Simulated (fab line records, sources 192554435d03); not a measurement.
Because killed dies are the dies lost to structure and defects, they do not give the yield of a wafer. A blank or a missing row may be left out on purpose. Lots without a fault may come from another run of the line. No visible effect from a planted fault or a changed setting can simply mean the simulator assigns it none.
Chamber matching | flow n5 finfet | cmp-02 running N5_ILD0_CMP_07: 4 sister chambers
The step polishes SiO2 flowable, stops on poly-Si, t overpolish 1.18 s, target thk 138.88 nm. 8 wafers are shown with their chamber, then 9 later ones without.

WAFERS PAIRED WITH THEIR CHAMBERS
wafer  | chamber | motor current A (A)
L079.2 | 3       | 12.0
L080.5 | 3       | 11.2
L088.1 | 0       | 14.8
L088.4 | 2       | 14.5
L088.5 | 0       | 14.9
L092.2 | 2       | 14.1
L092.4 | 1       | 12.9
L092.5 | 1       | 13.0

WAFERS WITHOUT THEIR CHAMBER
wafer  | motor current A (A)
L093.2 | 11.8
L093.3 | 14.7
L093.5 | 14.6
L095.1 | 13.7
L095.3 | 15.1
L095.6 | 13.7
L097.1 | 13.4
L097.2 | 13.1
L097.3 | 14.8

WHICH CHAMBER EACH ONE RAN IN
wafer  | from the rows above          | in truth
L093.2 | 3                            | 3
L093.3 | can't be placed: 0 or 2      | 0
L093.5 | can't be placed: 0 or 2      | 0
L095.1 | can't be placed: 2 or 1 or 0 | 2
L095.3 | can't be placed: 0 or 2      | 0
L095.6 | can't be placed: 2 or 1 or 0 | 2
L097.1 | can't be placed: 1 or 2      | 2
L097.2 | 1                            | 1
L097.3 | can't be placed: 0 or 2      | 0
2 of 9 placed correctly. These rows do not allow placing 7 (true chamber among the candidates in 7). Wrongly placed: 0.
How it was worked out, from the rows above alone: a wafer's distance from a chamber is the root of the sum, over the readings, of the square of ((its reading less the chamber's mean) divided by the reading's scatter). If the next closest chamber is less than 2 further off than the closest, the wafer can't be placed; otherwise it belongs to the closest. A chamber's mean is the mean of its shown wafers. The scatter: take each reading less its chamber's mean, square it, sum over the shown wafers, divide by the number of wafers less the number of chambers, and take the root.
